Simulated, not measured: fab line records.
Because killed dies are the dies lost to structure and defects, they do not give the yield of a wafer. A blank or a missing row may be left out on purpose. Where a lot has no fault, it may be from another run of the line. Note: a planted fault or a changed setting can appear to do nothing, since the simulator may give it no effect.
Split-lot experiment -- flow n5_finfet -- 21 wafers read from 7 lots, route of 1938 steps

## THE SPLIT ITSELF
At N5_BEOL_M6_ETCH_66 (etches SOC in N2/H2, target depth 80 nm, overetch 16 nm, time 120 s), the setting bias_w was moved away from the recipe's 150 W on 8 of the 21 wafers read, by -14.5% to +8.2%. The other wafers ran this setting at the recipe's value.

The reading is taken at the split's own step.

## THE READING
rf_vpp_V, in V, at N5_BEOL_M6_ETCH_66 (etches SOC in N2/H2, target depth 80 nm, overetch 16 nm, time 120 s). A value of 524.2 V with a standard deviation of 2.5 V is what fault-free wafers of this fab line usually give.

wafer,"tool, chamber at the split","bias_w as run, W",against the recipe,"rf_vpp_V, V",against lot-mates on the recipe
L077.3,"rie_diel-02, 0",150,recipe,521.8,-
L077.5,"rie_diel-02, 0",134.2,-10.5%,484.4,-37.4
L077.6,"rie_diel-02, 1",134.2,-10.5%,486.5,-35.3
L079.1,"rie_diel-02, 1",162.3,+8.2%,546.7,no lot-mate on the recipe
L079.2,"rie_diel-02, 2",162.3,+8.2%,551.2,no lot-mate on the recipe
L079.4,"rie_diel-02, 2",162.3,+8.2%,551.1,no lot-mate on the recipe
L084.2,"rie_diel-02, 2",150,recipe,523.6,-
L084.4,"rie_diel-02, 1",150,recipe,520.5,-
L084.6,"rie_diel-02, 0",150,recipe,523.5,-
L087.1,"rie_diel-01, 2",150,recipe,525.4,-
L087.4,"rie_diel-01, 3",150,recipe,523.8,-
L087.6,"rie_diel-01, 2",150,recipe,526.7,-
L089.1,"rie_diel-01, 1",128.3,-14.5%,475.6,-51.3
L089.4,"rie_diel-01, 0",150,recipe,527.7,-
L089.5,"rie_diel-01, 1",150,recipe,526.1,-
L091.3,"rie_diel-01, 1",137.8,-8.1%,497.2,-32.1
L091.4,"rie_diel-01, 0",150,recipe,529.3,-
L091.6,"rie_diel-01, 3",137.8,-8.1%,495.5,-33.8
L097.2,"rie_diel-05, 1",150,recipe,525.8,-
L097.4,"rie_diel-05, 3",150,recipe,524.6,-
L097.6,"rie_diel-05, 0",150,recipe,518.5,-

THE FIT
A straight line over all 21 wafers: rf_vpp_V changes by +3.38 V for each +1% of bias_w; r = +0.99; the points scatter about the line by 2.8 V.
The same after taking each lot's own level away (the mean of its wafers on the recipe; 18 wafers): +3.61 V for each +1%; r = +0.99; scatter 2.2 V.
The reading moves by 52 V for the largest change in bias_w, on that fit.
From 521.80 to 529.30 V: that is the span of the lots' own levels, equal to 3.0 times the standard deviation above.
Consequently the slope shifts little with the lot-to-lot level, the two slopes agreeing.
Check: with one of the wafers moved furthest among these (-14.5%) left out of the fit, the line predicts -53.1 V for it against its lot-mates. It came out at -51.3 V against them.
Tool readings at the split's step, against how far the setting was moved: rf_vpp_V r = +0.99.

## THE WHOLE CHAIN: every reading that the file lists as answering this split, in the file's order
step,what it does,reading,change (the file's fit),r (the file's)
N5_BEOL_M6_ETCH_66,"etches SOC in N2/H2, target depth 80 nm, overetch 16 nm, time 120 s",rf_vpp_V,+3.61 V for each +1% of the setting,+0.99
N5_BEOL_M6_ETCH_66,"etches SOC in N2/H2, target depth 80 nm, overetch 16 nm, time 120 s","SiARC_of_BEOL_M6_COAT_64.thk_nm (the simulator's own value, which no gauge read)",-0.0649 nm for each +1% of the setting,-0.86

## FILE'S OWN FIT
rf_vpp_V changes by +3.61 V for each +1% of bias_w, r = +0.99.
